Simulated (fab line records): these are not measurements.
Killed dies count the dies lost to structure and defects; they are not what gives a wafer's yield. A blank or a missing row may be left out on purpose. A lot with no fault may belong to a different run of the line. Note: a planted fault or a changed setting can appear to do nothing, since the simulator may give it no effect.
fab line records ; flow n5_finfet ; part 2 of 2: steps 5 to 6 of 6
[record] lots = 24; wafers = 72; last_day = 17
route steps=1938 shown BEOL_M3@1008 BEOL_M4@1034
lots that met no fault: taken from a fault-free run of the same line
start_h: the number of hours between the record's first day and the start of the first shown wafer of the lot ; wait_h: hours from the lot's prior step to this one ; " repeats the value in the row above ; L1.1+2: a row that stands for several wafers ; - no value present, or no start provided ; * or withheld: withheld ; < > ~ a bound
route shown NAME@n: a module of which the file shows steps, and the number in the route of the first ; usual: mean/standard deviation of fault-free wafers ; same: alike in all rows ; chamber/n: place in a boat ; sites: per-site readings ; _std_site: their standard deviation ; _edge_site: the outer-site mean with the inner-site mean subtracted ; radius_mm: how far each site lies from the wafer's centre ; mask NAME#n: copy n ; behind: the most recent tool/chamber to have shaped the wafer ; hold: reason for holding the lot/hours on hold/outcome of the hold ; device: the transistor (n, p or np) that didn't switch ; end of line: the tests these same wafers got at the end of their route ; a step without rows: its recipe alone ; killed: count of dies lost to structure and defects at first sort (not the wafer's yield) ; map: the dies of a wafer, with x for killed, . for not killed, _ for no die there
set.NAME: the run value of the setting; set.NAME@STEP: its run value at that earlier step ; model.NAME: the simulator's own value behind a step, which no gauge read
a sample of lots followed through the steps of the route, with each step as a table and each wafer as a row
services: from which hour (start_h, from the record's first day; less than 0 if before it) a tool's chamber was out of use, for how many hours, and why
[[steps]]
[step N5_BEOL_M4_DESCUM_33]
[recipe] chemistry = O2; time_s = 7; source_power_w = 50; bias_power_w = 20; pressure_mtorr = 20; rf_frequency_hz = 2.712e+07; temp_c = 40; resist = CAR-EUV; o2_flow_sccm = 225
[usual] drypump_motor_current_A = 5.5/0.49; oes_product_au = 0.82/0.098; rf_fwd_power_W = 49.35/0.26; rf_vpp_V = 243.0/1.1; showerhead_plenum_p_Torr = 2.09/0.052; throttle_valve_pct = 20.50/0.22
lot.wafer;tool;chamber;start_h;wait_h;drypump_motor_current_A;oes_product_au;rf_fwd_power_W;rf_hours_counter_h;rf_vpp_V;showerhead_plenum_p_Torr;throttle_valve_pct
L075.2;rie_diel-06;0;166.58;0.0;5.2;0.89;48.98;28;242.5;2.13;20.04
L075.5;rie_diel-06;2;166.58;0.0;4.7;0.68;49.36;-;242.7;2.08;20.91
L075.6;rie_diel-06;3;166.58;0.0;4.8;0.70;49.29;-;243.1;2.18;20.81
L076.3;rie_diel-05;0;170.63;0.0;5.9;0.89;49.67;41;243.4;2.02;20.33
L076.4;rie_diel-05;2;170.63;0.0;4.8;0.73;49.29;164;242.5;2.02;20.66
L076.6;rie_diel-05;3;170.63;0.0;6.1;0.71;49.52;-;242.5;2.09;20.69
L077.2;rie_diel-06;0;171.06;0.0;5.2;0.89;49.08;30;243.5;2.13;20.05
L077.4;rie_diel-06;3;171.06;0.0;4.8;0.70;49.91;-;242.1;2.18;20.81
L077.6;rie_diel-06;1;171.06;0.0;5.9;0.67;49.48;-;242.9;2.06;20.77
L074.1;rie_diel-03;1;179.62;0.1;5.9;0.93;49.12;14;243.0;2.06;20.37
L074.3;rie_diel-03;0;179.62;0.1;6.3;1.03;48.73;2;241.7;2.05;20.40
L074.5;rie_diel-03;2;179.62;0.1;5.8;0.89;49.10;-;244.0;2.15;20.42
L079.1;rie_diel-03;3;184.39;0.0;5.5;0.70;49.24;243;243.6;2.16;20.78
L079.3;rie_diel-03;2;184.39;0.0;5.8;0.88;49.45;42;243.4;2.15;20.39
L079.5;rie_diel-03;1;184.39;0.0;5.9;0.92;49.31;-;242.1;2.06;20.40
L078.4;rie_diel-06;0;184.94;0.3;5.2;0.87;49.09;-;243.9;2.12;20.06
L078.5;rie_diel-06;3;184.94;0.3;4.8;0.69;49.46;-;243.4;2.18;20.82
L078.6;rie_diel-06;1;184.94;0.3;5.9;0.66;49.66;-;244.2;2.06;20.76
L080.2;rie_diel-06;1;192.16;0.0;5.9;0.66;49.69;238;241.6;2.06;20.78
L080.3;rie_diel-06;2;192.16;0.0;4.7;0.99;49.00;1;243.5;2.08;20.53
L080.6;rie_diel-06;1;192.16;0.0;5.9;0.67;49.76;-;241.1;2.06;20.77
L081.1;rie_diel-05;0;199.53;0.0;5.9;0.86;49.53;50;242.8;2.02;20.35
L081.4;rie_diel-05;1;199.53;0.0;5.1;0.83;49.53;40;244.0;2.13;20.29
L081.5;rie_diel-05;3;199.53;0.0;6.1;0.69;49.44;-;242.9;2.09;20.71
L082.2;rie_diel-05;2;204.92;0.0;4.8;0.72;49.19;175;242.8;2.02;20.68
L082.4;rie_diel-05;3;204.92;0.0;6.1;0.70;49.43;207;243.3;2.09;20.70
L082.5;rie_diel-05;1;204.92;0.0;5.1;0.85;49.34;-;244.2;2.13;20.29
L083.1;rie_diel-06;2;217.51;0.4;4.7;0.92;49.29;9;242.4;2.07;20.55
L083.3;rie_diel-06;1;217.51;0.4;5.9;0.66;49.66;247;242.0;2.05;20.79
L083.4;rie_diel-06;0;217.51;0.4;5.3;0.86;48.94;50;242.9;2.12;20.08
L084.1;rie_diel-03;3;225.31;0.9;5.5;0.97;49.30;0;243.5;2.15;20.44
L084.2;rie_diel-03;1;225.31;0.9;5.9;0.89;49.53;32;241.3;2.05;20.41
L084.4;rie_diel-03;3;225.31;0.9;5.5;0.97;49.27;-;245.4;2.15;20.44
L085.2;rie_diel-05;0;227.41;1.4;5.9;0.86;49.47;62;243.3;2.02;20.39
L085.3;rie_diel-05;1;227.41;1.4;5.0;0.84;49.57;52;244.0;2.12;20.31
L085.6;rie_diel-05;1;227.41;1.4;5.0;0.83;49.46;-;244.0;2.12;20.35
L086.2;rie_diel-03;0;236.74;0.0;6.3;0.95;49.02;22;241.5;2.04;20.43
L086.4;rie_diel-03;2;236.74;0.0;5.8;0.85;49.26;64;242.7;2.14;20.43
L086.5;rie_diel-03;2;236.74;0.0;5.8;0.86;49.26;-;243.5;2.14;20.42
L087.1;rie_diel-03;2;240.16;0.0;5.8;0.85;49.18;65;244.2;2.14;20.44
L087.5;rie_diel-03;1;240.16;0.0;5.9;0.87;49.32;-;241.3;2.05;20.41
L087.6;rie_diel-03;2;240.16;0.0;5.8;0.84;49.05;-;244.0;2.14;20.43
L088.4;rie_diel-05;3;243.56;0.0;6.1;0.68;49.74;224;244.6;2.08;20.73
L088.5;rie_diel-05;0;243.56;0.0;5.9;0.84;49.27;-;242.3;2.01;20.38
L088.6;rie_diel-05;1;243.56;0.0;5.1;0.82;49.42;-;242.7;2.12;20.32
L089.2;rie_diel-06;3;251.12;0.0;4.8;0.67;49.60;233;243.6;2.17;20.85
L089.5;rie_diel-06;0;251.12;0.0;5.2;0.85;49.26;-;244.2;2.12;20.09
L089.6;rie_diel-06;2;251.12;0.0;4.7;0.91;49.33;-;242.2;2.07;20.56
L091.2;rie_diel-06;0;260.05;0.0;5.2;0.84;49.14;63;243.3;2.11;20.12
L091.5;rie_diel-06;3;260.05;0.0;4.8;0.66;49.61;-;245.2;2.17;20.85
L091.6;rie_diel-06;0;260.05;0.0;5.3;0.84;49.33;-;244.3;2.11;20.09
L090.2;rie_diel-03;2;260.26;0.0;5.8;0.84;49.44;73;242.7;2.14;20.46
L090.3;rie_diel-03;1;260.26;0.0;5.8;0.87;49.48;47;241.6;2.05;20.43
L090.5;rie_diel-03;3;260.26;0.0;5.5;0.91;49.24;-;244.8;2.15;20.47
L092.2;rie_diel-06;2;268.55;0.0;4.7;0.89;49.59;25;241.9;2.07;20.58
L092.4;rie_diel-06;1;268.55;0.0;5.9;0.97;49.58;2;241.8;2.05;20.47
L092.5;rie_diel-06;1;268.55;0.0;5.9;0.98;49.73;-;240.9;2.05;20.46
L094.2;rie_diel-03;3;279.25;0.0;5.5;0.88;49.27;22;243.3;2.15;20.47
L094.3;rie_diel-03;0;279.25;0.0;6.3;0.91;48.99;38;242.8;2.04;20.47
L094.5;rie_diel-03;2;279.25;0.0;5.8;0.84;49.17;-;243.2;2.14;20.45
L093.2;rie_diel-03;2;279.44;0.0;5.8;0.84;49.13;80;243.4;2.14;20.47
L093.3;rie_diel-03;3;279.44;0.0;5.5;0.89;49.36;23;244.0;2.15;20.47
L093.6;rie_diel-03;3;279.44;0.0;5.5;0.89;49.34;-;244.3;2.15;20.47
L095.2;rie_diel-03;0;289.03;0.0;6.3;0.90;49.00;41;242.8;2.04;20.47
L095.4;rie_diel-03;1;289.03;0.0;5.9;0.86;49.34;52;241.6;2.04;20.42
L095.5;rie_diel-03;0;289.03;0.0;6.2;0.90;49.11;-;241.4;2.04;20.48
L096.1;rie_diel-05;2;294.51;0.1;4.8;0.71;49.41;202;241.4;2.01;20.71
L096.4;rie_diel-05;0;294.51;0.1;5.9;0.82;49.28;87;241.4;2.01;20.42
L096.6;rie_diel-05;1;294.51;0.1;5.1;0.79;49.41;-;243.7;2.11;20.36
L097.3;rie_diel-05;2;295.39;0.0;4.8;0.70;49.23;202;241.7;2.01;20.72
L097.4;rie_diel-05;3;295.39;0.0;6.1;0.67;49.48;242;242.8;2.07;20.76
L097.6;rie_diel-05;0;295.39;0.0;5.9;0.82;49.56;-;241.6;2.01;20.42
[step N5_BEOL_M4_DEGAS_44]
[recipe] ambient = vacuum; temp_c = 250; time_s = 60
[usual] heater_power_w = 325/31; susceptor_temp_C = 249.99/0.18
lot.wafer;tool;chamber;start_h;wait_h;heater_power_w;susceptor_temp_C
L075.2;pvd_sputter-02;-;173.89;0.7;347;249.87
L075.5;pvd_sputter-02;-;173.89;0.7;345;249.83
L075.6;pvd_sputter-02;-;173.89;0.7;305;250.01
L077.2;pvd_sputter-02;-;177.23;0.1;304;250.21
L077.4;pvd_sputter-02;-;177.23;0.1;343;250.10
L077.6;pvd_sputter-02;-;177.23;0.1;304;249.89
L076.3;pvd_sputter-01;-;177.26;0.1;356;249.83
L076.4;pvd_sputter-01;-;177.26;0.1;343;250.05
L076.6;pvd_sputter-01;-;177.26;0.1;343;249.96
L074.1;pvd_sputter-02;-;182.00;0.2;317;250.14
L074.3;pvd_sputter-02;-;182.00;0.2;361;249.91
L074.5;pvd_sputter-02;-;182.00;0.2;311;249.86
L079.1;pvd_sputter-03;-;191.40;0.6;336;250.13
L079.3;pvd_sputter-03;-;191.40;0.6;357;250.02
L079.5;pvd_sputter-03;-;191.40;0.6;360;249.87
L078.4;pvd_sputter-01;-;193.99;0.6;359;250.07
L078.5;pvd_sputter-01;-;193.99;0.6;338;250.09
L078.6;pvd_sputter-01;-;193.99;0.6;355;249.94
L080.2;pvd_sputter-01;-;194.51;0.3;336;249.86
L080.3;pvd_sputter-01;-;194.51;0.3;355;250.06
L080.6;pvd_sputter-01;-;194.51;0.3;340;250.30
L081.1;pvd_sputter-02;-;201.86;0.1;296;249.93
L081.4;pvd_sputter-02;-;201.86;0.1;312;250.14
L081.5;pvd_sputter-02;-;201.86;0.1;312;249.87
L082.2;pvd_sputter-01;-;214.93;0.4;342;250.11
L082.4;pvd_sputter-01;-;214.93;0.4;350;250.03
L082.5;pvd_sputter-01;-;214.93;0.4;270;249.97
L083.1;pvd_sputter-03;-;220.81;0.3;259;250.19
L083.3;pvd_sputter-03;-;220.81;0.3;334;249.75
L083.4;pvd_sputter-03;-;220.81;0.3;326;249.89
L084.1;pvd_sputter-02;-;226.65;0.0;315;250.09
L084.2;pvd_sputter-02;-;226.65;0.0;369;250.21
L084.4;pvd_sputter-02;-;226.65;0.0;294;249.91
L085.2;pvd_sputter-02;-;238.30;0.3;308;249.98
L085.3;pvd_sputter-02;-;238.30;0.3;353;250.03
L085.6;pvd_sputter-02;-;238.30;0.3;347;249.77
L086.2;pvd_sputter-03;-;238.70;0.2;265;249.84
L086.4;pvd_sputter-03;-;238.70;0.2;331;249.91
L086.5;pvd_sputter-03;-;238.70;0.2;329;249.66
L087.1;pvd_sputter-02;-;245.46;0.3;311;249.89
L087.5;pvd_sputter-02;-;245.46;0.3;341;249.94
L087.6;pvd_sputter-02;-;245.46;0.3;364;250.39
L088.4;pvd_sputter-03;-;254.03;0.1;361;249.99
L088.5;pvd_sputter-03;-;254.03;0.1;358;249.99
L088.6;pvd_sputter-03;-;254.03;0.1;266;249.96
L089.2;pvd_sputter-01;-;254.43;0.0;339;250.04
L089.5;pvd_sputter-01;-;254.43;0.0;335;249.87
L089.6;pvd_sputter-01;-;254.43;0.0;353;249.94
L091.2;pvd_sputter-02;-;263.48;0.8;299;249.90
L091.5;pvd_sputter-02;-;263.48;0.8;345;250.16
L091.6;pvd_sputter-02;-;263.48;0.8;308;250.09
L090.2;pvd_sputter-03;-;268.26;0.5;264;250.03
L090.3;pvd_sputter-03;-;268.26;0.5;345;249.97
L090.5;pvd_sputter-03;-;268.26;0.5;353;249.82
L092.2;pvd_sputter-01;-;274.01;0.2;349;249.99
L092.4;pvd_sputter-01;-;274.01;0.2;274;249.96
L092.5;pvd_sputter-01;-;274.01;0.2;330;250.12
L094.2;pvd_sputter-03;-;280.32;0.1;346;250.09
L094.3;pvd_sputter-03;-;280.32;0.1;361;249.87
L094.5;pvd_sputter-03;-;280.32;0.1;345;249.98
L093.2;pvd_sputter-03;-;280.40;0.1;359;250.17
L093.3;pvd_sputter-03;-;280.40;0.1;262;250.28
L093.6;pvd_sputter-03;-;280.40;0.1;336;250.04
L095.2;pvd_sputter-03;-;295.34;0.2;341;250.03
L095.4;pvd_sputter-03;-;295.34;0.2;273;250.21
L095.5;pvd_sputter-03;-;295.34;0.2;343;250.17
L096.1;pvd_sputter-02;-;298.15;0.2;360;249.84
L096.4;pvd_sputter-02;-;298.15;0.2;306;250.05
L096.6;pvd_sputter-02;-;298.15;0.2;314;250.13
L097.3;pvd_sputter-01;-;298.35;0.2;274;249.88
L097.4;pvd_sputter-01;-;298.35;0.2;343;250.29
L097.6;pvd_sputter-01;-;298.35;0.2;270;250.02
[[services]]
tool;chamber;start_h;hours;kind
rie_diel-03;0;149.30;-;clean
rie_diel-03;0;149.30;-;consumable_replace:focus_ring
rie_diel-03;0;149.30;25.7;scheduled_down
rie_diel-03;0;149.30;25.7;vent_cycle
rie_diel-03;-;158.24;0.4;repair
rie_diel-06;2;168.19;-;clean
rie_diel-06;2;168.19;-;consumable_replace:focus_ring
rie_diel-06;2;168.19;20.0;scheduled_down
rie_diel-06;2;168.19;20.0;vent_cycle
rie_diel-03;3;168.79;4.2;repair
rie_diel-03;3;205.74;-;clean
rie_diel-03;3;205.74;-;consumable_replace:focus_ring
rie_diel-03;3;205.74;18.8;scheduled_down
rie_diel-03;3;205.74;18.8;vent_cycle
rie_diel-03;0;218.61;7.7;repair
rie_diel-06;-;223.44;14.6;pm
rie_diel-05;-;229.22;0.1;repair
rie_diel-06;1;242.74;-;clean
rie_diel-06;1;242.74;-;consumable_replace:focus_ring
rie_diel-06;1;242.74;21.2;scheduled_down
rie_diel-06;1;242.74;21.2;vent_cycle
rie_diel-06;3;296.00;-;clean
rie_diel-06;3;296.00;-;consumable_replace:focus_ring
rie_diel-06;3;296.00;26.2;scheduled_down
